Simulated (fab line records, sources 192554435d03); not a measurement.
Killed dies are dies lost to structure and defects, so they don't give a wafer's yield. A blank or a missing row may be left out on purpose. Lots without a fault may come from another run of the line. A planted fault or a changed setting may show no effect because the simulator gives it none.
One fault seen from 2 desks | flow n5_finfet | each desk has only its own numbers; what lay behind them comes last

THE TOOL OWNER'S DESK: rtp_anneal-02
The tool's own readings at N5_SD_ACTIVATION_RTA_00 (time 0 s): means of the sampled wafers that have a number, for each lot that ran on this tool. A lot is out of limits, marked OUT, if its mean lies more than 4 standard deviations from the usual mean; the brackets give that distance. Of its 9 readings 7 are shown: the one that was out of limits first, and those that lie furthest out on some lot.
Columns: A = lamp_power_pct at N5_SD_ACTIVATION_RTA_00, usual 8.95 %; B = lamp_zone_1_pct at N5_SD_ACTIVATION_RTA_00, usual 8.955 %; C = lamp_zone_2_pct at N5_SD_ACTIVATION_RTA_00, usual 8.951 %; D = lamp_zone_4_pct at N5_SD_ACTIVATION_RTA_00, usual 8.954 %; E = lamp_zone_5_pct at N5_SD_ACTIVATION_RTA_00, usual 8.950 %; F = lamp_zone_6_pct at N5_SD_ACTIVATION_RTA_00, usual 8.879 %; G = lamp_zone_7_pct at N5_SD_ACTIVATION_RTA_00, usual 9.351 %
lot  | first seen here | A               | B               | C               | D               | E               | F               | G
L224 | day 7 01:56     | 8.94            | 8.956           | 8.953           | 8.945           | 8.968           | 8.897           | 9.347
L228 | day 7 23:10     | 9.29 (+6.9) OUT | 9.247 (+11) OUT | 9.269 (+14) OUT | 9.286 (+13) OUT | 9.252 (+13) OUT | 9.207 (+13) OUT | 9.678 (+13) OUT
L229 | day 8 05:30     | 9.28 (+6.8) OUT | 9.290 (+13) OUT | 9.274 (+14) OUT | 9.244 (+12) OUT | 9.263 (+13) OUT | 9.180 (+12) OUT | 9.682 (+13) OUT
This desk's finding: out of limits on L228, L229; first on L228, day 7 23:10 (lamp_power_pct at N5_SD_ACTIVATION_RTA_00). In limits: L224.

THE METROLOGY DESK
What the gauges read, lot by lot, whatever tool the lot ran on: means of the sampled wafers that have a number. A lot is out of limits, marked OUT, if its mean lies more than 4 standard deviations from the usual mean; the brackets give that distance. Of its 14 readings 7 are shown: the one that was out of limits first, and those that lie furthest out on some lot.
Columns: A = DIBL_N at N5_BEOL_M4_RC_MEAS_101, usual 35.7 mV/V; B = IOFF_N at N5_BEOL_M4_RC_MEAS_101, usual 0.152 nA/um; C = IOFF_N_85C at N5_BEOL_M4_RC_MEAS_101, usual 3.0 nA/um; D = IOFF_N_LIN at N5_BEOL_M4_RC_MEAS_101, usual 0.071 nA/um; E = ION_N at N5_BEOL_M4_RC_MEAS_101, usual 672 uA/um; F = REXT_N at N5_BEOL_M4_RC_MEAS_101, usual 74.7 ohm.um; G = VT_N at N5_BEOL_M4_RC_MEAS_101, usual 251 mV
lot  | first seen here | A               | B                | C              | D                | E              | F               | G
L217 | day 9 17:40     | 35.3            | 0.147            | 3.0            | 0.073            | 676            | 74.6            | 250
L224 | day 11 20:44    | 36.5            | 0.164            | 3.2            | 0.073            | 668            | 76.1            | 250
L229 | day 12 11:35    | 43.7 (+6.2) OUT | 0.332 (+6.7) OUT | 5.7 (+6.1) OUT | 0.129 (+5.8) OUT | 728 (+5.7) OUT | 67.2 (-5.0) OUT | 239
L228 | day 12 16:58    | 43.6 (+6.1) OUT | 0.322 (+6.3) OUT | 5.6 (+5.9) OUT | 0.128 (+5.7) OUT | 723 (+5.2) OUT | 66.1 (-5.7) OUT | 239
This desk's finding: out of limits on L228, L229; first on L229, day 12 11:35 (DIBL_N at N5_BEOL_M4_RC_MEAS_101). In limits: L217, L224.

PUT TOGETHER
The tool owner's desk could have raised an alarm at day 7 23:10, on L228, L229.
The metrology desk could have raised an alarm at day 12 11:35, on L228, L229.
Of the lots named, all ran N5_SD_ACTIVATION_RTA_00 on rtp_anneal-02.

WHAT THE SIMULATOR HAD PUT IN
Process parameter drift: rtp_anneal-02, from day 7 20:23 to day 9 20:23, at N5_SD_ACTIVATION_RTA_00. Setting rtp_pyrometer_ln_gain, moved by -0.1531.
Lots struck among those shown: L228, L229.
Hours from the fault's start to each desk's first reading out of limits: the tool owner's desk, 3; the metrology desk, 111.
